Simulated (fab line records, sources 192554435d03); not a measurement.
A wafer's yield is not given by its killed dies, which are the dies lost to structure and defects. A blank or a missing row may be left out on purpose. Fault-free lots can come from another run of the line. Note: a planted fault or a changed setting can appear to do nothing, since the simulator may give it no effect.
Split-lot trial ; flow n5Finfet ; route with 1938 steps; 7 lots, 21 wafers read

== THE SPLIT ITSELF ==
At N5_WELL_APT_EXPOSE_05 (exposes mask NWELL, defocus 0 nm, target cd 200 nm), the setting doseMj was moved away from the recipe's 20.3 on 7 of the 21 wafers read, by -4.6% to +6.7%. This setting was run at the recipe's value on the other wafers.

== FROM THE SPLIT TO THE READING: what the file shows between them, 2 steps ==
- N5_WELL_APT_DEVELOP_07: develop time 45 s (also split here: developTimeS)
- N5_WELL_APT_HARDBAKE_12: time 120 s

== THE READING ==
cdNm at N5_WELL_APT_CD_MEAS_08, given in nm (cd target 200 nm). On this fab line, fault-free wafers typically give 200.8 nm with a standard deviation of 1.7 nm.

wafer;tool, chamber at the split;doseMj as run;against the recipe;cdNm, nm;against lot-mates on the recipe
L075.1;krfScanner-02, 0;20.3;recipe;200.5;-
L075.4;krfScanner-02, 0;21.16;+4.2%;205.5;+5.0
L075.5;krfScanner-02, 0;21.16;+4.2%;206.7;+6.2
L082.1;krfScanner-02, 0;19.37;-4.6%;193.7;-7.8
L082.4;krfScanner-02, 0;19.37;-4.6%;193.2;-8.3
L082.5;krfScanner-02, 0;20.3;recipe;201.5;-
L083.2;krfScanner-01, 0;20.3;recipe;201.4;-
L083.4;krfScanner-01, 0;20.3;recipe;203.7;-
L083.6;krfScanner-01, 0;20.3;recipe;202.9;-
L090.1;krfScanner-01, 0;20.3;recipe;200.4;-
L090.3;krfScanner-01, 0;21.3;+4.9%;207.3;+7.2
L090.6;krfScanner-01, 0;20.3;recipe;199.8;-
L092.1;krfScanner-02, 0;21.67;+6.7%;212.9;+13.5
L092.2;krfScanner-02, 0;21.67;+6.7%;209.8;+10.4
L092.4;krfScanner-02, 0;20.3;recipe;199.4;-
L094.1;krfScanner-02, 0;20.3;recipe;202.7;-
L094.2;krfScanner-02, 0;20.3;recipe;199.8;-
L094.6;krfScanner-02, 0;20.3;recipe;201.0;-
L096.2;krfScanner-01, 0;20.3;recipe;197.7;-
L096.4;krfScanner-01, 0;20.3;recipe;198.2;-
L096.6;krfScanner-01, 0;20.3;recipe;198.8;-

FIT RESULTS
A straight line over all 21 wafers: cdNm changes by +1.51 nm for each +1% of doseMj; r = +0.94; the points scatter about the line by 1.6 nm.
The same after taking each lot's own level away (the mean of its wafers on the recipe; 21 wafers): +1.66 nm for each +1%; r = +0.98; scatter 1 nm.
That fit puts the effect of the largest move of doseMj on the reading at 11 nm.
Measured against the standard deviation above, the lots' own levels, which go from 198.23 to 202.67 nm, span 2.6 times it.
Consequently the slope shifts little with the lot-to-lot level, the two slopes agreeing.
Check: for one of the wafers moved furthest among these (+6.7%), held out of the fit, the line's prediction against its lot-mates is +10.3 nm. Against them it came out at +13.5 nm.

== FURTHER SPLITS ON THESE WAFERS ==
Note: prior to the reading, these wafers also went through further splits. Each is held against what the fit with the lots' levels taken away leaves over:
other split on the same wafers;wafers away from the commonest value;r with cdNm (lot level and that fit taken away)
N5_WELL_APT_DEVELOP_07 developTimeS;6;+0.20

== THE WHOLE CHAIN: every reading that the file lists as answering this split, in the file's order ==
step;what it does;reading;change (the file's fit);r (the file's)
N5_WELL_APT_CD_MEAS_08;target cd 200 nm;cdNm;+1.63 nm for each +1% of the setting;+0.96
N5_WELL_APT_DESCUM_13;chemistry O2, time 7.9 s;WELL_APT.cdNm (the simulator's own value, which no gauge read);+1.65 nm for each +1% of the setting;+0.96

== THE FILE'S OWN FIT ==
cdNm changes by +1.63 nm for each +1% of doseMj, r = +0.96.
